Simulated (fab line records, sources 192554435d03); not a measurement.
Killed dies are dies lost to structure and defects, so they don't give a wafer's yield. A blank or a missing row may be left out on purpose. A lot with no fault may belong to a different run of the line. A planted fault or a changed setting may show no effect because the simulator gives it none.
A lot that was struck, set against a sound lot | flow n5 finfet | 37 out of 1938 route steps
Sound: the wafers L671.3, L671.4, L671.6. Struck: wafer L679.5 (L679.2, L679.3, from the same lot, were not struck and are left out); the cause is given at the end.
Each step with rows lists, per side, the tool, then ch with its chambers, then its first start. Under that, the readings that differ: sound wafers | struck wafers | difference of the means | sigmas: that difference in standard deviations of wafers without a fault.
alike: same words and numbers on both sides, and readings whose means sit less than 2 such deviations apart. not compared: any withheld reading, any reading some wafer has no value for, any bound like >300 that may hide the same value, and any number with overlapping values for which the record gives no deviation.
The two part at a step that has a row with sigmas, a row that says differs or no value, or rows on one side only. Non-overlapping numbers with no deviation appear without sigmas and do not part them. A reading that every wafer of one side lacks parts them only if that side has two wafers or more.

first, 9 steps without rows for these wafers: N5_MOL_CONTACT_COAG_PRECLEAN_127 (cleans in DIW, time 57.5 s); N5_MOL_CONTACT_COAG_SRD_128 (dry time 32 s); N5_MOL_CONTACT_COAG_CMP_52 (polishes, stops on SiO2, t overpolish 1.5 s, target thk 66.5 nm); N5_MOL_CONTACT_COAG_ANNEAL_112 (time 1800 s); N5_BEOL_M0_SAQP_PECVD_00 (deposits SiCN from 3MS/NH3, target thk 8 nm, time 14 s); N5_BEOL_M0_SAQP_ILD_DEP_01 (deposits SiOC from DEMS/O2, target thk 45.419 nm, time 8.7 s); N5_BEOL_M0_SAQP_HM_DEP_02 (deposits TiN, target thk 12 nm); N5_BEOL_M0_SAQP_PECVD_03 (deposits SiCN from 3MS/NH3, target thk 12 nm, time 21.1 s); N5_BEOL_M0_SAQP_PECVD_96 (deposits a-Si from SiH4/He, target thk 45 nm, time 45.2 s).
N5_BEOL_M0_SAQP_PECVD_97: deposits SiNx from SiH4/NH3/N2, target thk 23 nm, time 19.9 s.
  sound on pecvd-01 ch 0,1, day 7 03:52; struck on pecvd-04 ch 1, day 9 05:59
  reading                                         | sound        | struck | difference | sigmas
  heater power w (W)                              | 513 521 576  | 736    | +199       | +3
  model.SiNx_of_BEOL_M0_SAQP_PECVD_97.thk nm (nm) | 22.6 22.8 23 | 33     | +10        |
  alike: showerhead plenum p Torr, throttle valve pct
then, 24 steps without rows for these wafers: N5_BEOL_M0_SAQP_PECVD_04 (deposits a-Si from SiH4/He, target thk 60 nm, time 60.2 s); N5_BEOL_M0_SAQP_HM_DEP_111 (deposits SiO2 from SiH4/N2O, target thk 12 nm, time 7.2 s); N5_BEOL_M0_SAQP_COAT_81 (time 60 s, resist thk 100 nm); N5_BEOL_M0_SAQP_COAT_82 (time 60 s, resist thk 30 nm); N5_BEOL_M0_SAQP_COAT_08 (resist thk 90 nm); N5_BEOL_M0_SAQP_EBR_10; N5_BEOL_M0_SAQP_SOFTBAKE_09 (time 60 s); N5_BEOL_M0_SAQP_EXPOSE_11 (exposes mask M0 CORE, target cd 42 nm); N5_BEOL_M0_SAQP_PEB_12 (peb time 60 s); N5_BEOL_M0_SAQP_DEVELOP_13 (develop time 30 s); N5_BEOL_M0_SAQP_DESCUM_19 (chemistry O2, time 7.9 s); N5_BEOL_M0_SAQP_ETCH_83 (etches SiARC in CF4, target depth 39 nm, time 65 s); N5_BEOL_M0_SAQP_ETCH_84 (etches SOC in N2/H2, target depth 100 nm, overetch 20 nm, time 150 s); N5_BEOL_M0_SAQP_STRIP_80 (strips in N2/H2); N5_BEOL_M0_SAQP_HM_OPEN_112 (chemistry CHF3/O2, target SiO2, stops on a-Si, target depth 12 nm, time 13.5 s); N5_BEOL_M0_SAQP_STRIP_113 (strips in CHF3/O2); N5_BEOL_M0_SAQP_MANDREL_ETCH_20 (etches a-Si in HBr/Cl2, stops on SiNx, target depth 60 nm, bt time 10 s, time 30 s); N5_BEOL_M0_SAQP_STRIP_86 (strips in N2/H2); N5_BEOL_M0_SAQP_STRIP_115 (strips in post etch residue remover, time 60 s); N5_BEOL_M0_SAQP_SRD_93 (time 30 s); N5_BEOL_M0_SAQP_RECESS_114 (chemistry HF/NH3, target SiO2, target depth 14.4 nm, afs cycles 3, sublimation time 60 s); N5_BEOL_M0_SAQP_SPACER1_ALD_98 (deposits SiO2, target thk 12.8 nm, pulse time 1 s, purge time 2 s); N5_BEOL_M0_SAQP_SPACER1_ETCHBACK_99 (etches SiO2 in CHF3/O2, target depth 15.4 nm, time 7.7 s); N5_BEOL_M0_SAQP_MANDREL1_REMOVE_100 (chemistry HBr/Cl2/O2, target a-Si, stops on SiNx, bt time 10 s).
N5_BEOL_M0_SAQP_ETCH_106: etches SOC in N2/H2, stops on SiNx, target depth 150 nm.
  sound on rie diel-06 ch 1,2, day 7 07:33; struck on rie diel-02 ch 3, day 9 09:18
  reading                                         | sound        | struck | difference | sigmas
  model.SiNx_of_BEOL_M0_SAQP_PECVD_97.thk nm (nm) | 14.8 15 15.2 | 25.2   | +10.2      |
  alike: drypump motor current A, oes product au, rf vpp V, showerhead plenum p Torr, throttle valve pct
  not compared: rf hours counter h
N5_BEOL_M4_RC_MEAS_101:
  the record has rows for the sound wafers here (prober-02 ch 0, day 9 12:58) and none for the struck ones
-- a jump in the record: the struck wafers' starts before and after are 7 days apart (it breaks off in module BEOL_M4 and resumes in module PASSIVATION, where the first step shown is number 1936 of the route) --
N5_PASSIVATION_PROBE_49:
  rows exist in the record for the struck wafers here (prober-02, day 15 22:59), but not for the sound ones

WHERE THEY PART
Earliest at N5_BEOL_M0_SAQP_PECVD_97; latest, in this record, at N5_PASSIVATION_PROBE_49.

WHY: what the simulator had put in
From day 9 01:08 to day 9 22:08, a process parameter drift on pecvd-04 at N5_BEOL_M0_SAQP_PECVD_97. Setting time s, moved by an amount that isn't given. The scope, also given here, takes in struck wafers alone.
